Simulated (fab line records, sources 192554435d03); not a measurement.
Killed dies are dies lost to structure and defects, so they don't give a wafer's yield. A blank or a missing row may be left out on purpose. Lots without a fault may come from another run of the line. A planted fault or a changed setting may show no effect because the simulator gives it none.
Split-lot experiment | flow n5_finfet | 7 lots, 21 wafers read, on a route of 1938 steps

THE SPLIT
At N5_SDB_COAT_03 (time 60 s, resist thk 100 nm), the setting spin_rpm was moved away from the recipe's 1500 rpm on 5 of the 21 wafers read, by -9.3% to +10.8%. The other wafers ran this setting at the recipe's value.

FROM THE SPLIT TO THE READING: what the file shows between them, 4 steps
- N5_SDB_ETCH_17: etches SiARC in CF4, target depth 23.4 nm, time 39 s (also split here: bias_w)
- N5_SDB_ETCH_18: etches SOC in N2/H2, target depth 100 nm, overetch 20 nm, time 150 s
- N5_SDB_STRIP_19: strips in N2/H2
- N5_SDB_STRIP_21: strips in CF4

THE READING
SOC_of_SDB_COAT_03.thk_nm (the simulator's own value, which no gauge read), in nm, at N5_SDB_HM_OPEN_20 (chemistry CH3F/O2, target SiNx, stops on poly-Si, target depth 24 nm). The file gives no usual value for it. The 16 wafers here that ran the recipe average 83.9 nm, standard deviation 0.32 nm.

wafer  | tool, chamber at the split | spin_rpm as run, rpm | against the recipe | SOC_of_SDB_COAT_03.thk_nm, nm | against lot-mates on the recipe
L074.2 | litho_track-03, 0          | 1500                 | recipe             | 84                            | -
L074.4 | litho_track-03, 0          | 1500                 | recipe             | 84                            | -
L074.3 | litho_track-03, 0          | 1500                 | recipe             | 83.6                          | -
L076.1 | litho_track-05, 0          | 1406                 | -6.3%              | 87.6                          | +3.6
L076.3 | litho_track-05, 0          | 1500                 | recipe             | 84                            | -
L076.6 | litho_track-05, 0          | 1406                 | -6.3%              | 87.4                          | +3.4
L082.1 | litho_track-03, 0          | 1500                 | recipe             | 84                            | -
L082.5 | litho_track-03, 0          | 1500                 | recipe             | 84                            | -
L082.4 | litho_track-03, 0          | 1500                 | recipe             | 84.2                          | -
L086.2 | litho_track-03, 0          | 1662                 | +10.8%             | 78.8                          | -4.8
L086.5 | litho_track-03, 0          | 1500                 | recipe             | 83.2                          | -
L086.6 | litho_track-03, 0          | 1500                 | recipe             | 84                            | -
L094.2 | litho_track-01, 0          | 1500                 | recipe             | 84.2                          | -
L094.4 | litho_track-01, 0          | 1500                 | recipe             | 84.2                          | -
L094.3 | litho_track-01, 0          | 1361                 | -9.3%              | 89.6                          | +5.4
L095.2 | litho_track-05, 0          | 1500                 | recipe             | 83.6                          | -
L095.5 | litho_track-05, 0          | 1500                 | recipe             | 83.6                          | -
L095.4 | litho_track-05, 0          | 1500                 | recipe             | 83.4                          | -
L097.1 | litho_track-03, 0          | 1637                 | +9.1%              | 80.4                          | -3.9
L097.3 | litho_track-03, 0          | 1500                 | recipe             | 84.4                          | -
L097.6 | litho_track-03, 0          | 1500                 | recipe             | 84.2                          | -

THE FIT
A straight line over all 21 wafers: SOC_of_SDB_COAT_03.thk_nm changes by -0.507 nm for each +1% of spin_rpm; r = -0.98; the points scatter about the line by 0.45 nm.
The same after taking each lot's own level away (the mean of its wafers on the recipe; 21 wafers): -0.497 nm for each +1%; r = -0.99; scatter 0.31 nm.
On that fit, the largest move of spin_rpm shifts the reading by 5.4 nm.
The lots' own levels span 83.53 to 84.30 nm, that is 2.4 times the standard deviation above.
So the lot-to-lot level changes the slope little: the two slopes agree.
Check: with one of the wafers moved furthest among these (+10.8%) left out of the fit, the line predicts -5.49 nm for it against its lot-mates. It came out at -4.8 nm against them.

OTHER SPLITS ON THESE WAFERS
These wafers also went through other splits before the reading. Each is held against what the fit with the lots' levels taken away leaves over:
other split on the same wafers | wafers away from the commonest value | r with SOC_of_SDB_COAT_03.thk_nm (lot level and that fit taken away)
N5_FIN_CUT_EXPOSE_05 dose_mj   | 9                                    | -0.31
N5_DUMMY_GATE_CVD_03 temp_c    | 18                                   | +0.20
N5_SD_EPI_P_COAT_03 spin_rpm   | 11                                   | -0.27
N5_SDB_ETCH_17 bias_w          | 9                                    | +0.24

THE WHOLE CHAIN: every reading that the file lists as answering this split, in the file's order
step              | what it does                                                         | reading                                                                    | change (the file's fit)               | r (the file's)
N5_SDB_COAT_03    | time 60 s, resist thk 100 nm                                         | SOC_of_SDB_COAT_03.thk_nm (the simulator's own value, which no gauge read) | -0.513 nm for each +1% of the setting | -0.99
N5_SDB_ETCH_18    | etches SOC in N2/H2, target depth 100 nm, overetch 20 nm, time 150 s | etch.depth_nm (the simulator's own value, which no gauge read)             | -0.51 nm for each +1% of the setting  | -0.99
N5_SDB_HM_OPEN_20 | chemistry CH3F/O2, target SiNx, stops on poly-Si, target depth 24 nm | SOC_of_SDB_COAT_03.thk_nm (the simulator's own value, which no gauge read) | -0.49 nm for each +1% of the setting  | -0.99
N5_SDB_STRIP_22   | strips in N2/H2                                                      | strip_time_to_endpoint_s                                                   | withheld for each +1% of the setting  | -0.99

THE FILE'S OWN FIT
SOC_of_SDB_COAT_03.thk_nm changes by -0.49 nm for each +1% of spin_rpm, r = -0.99.
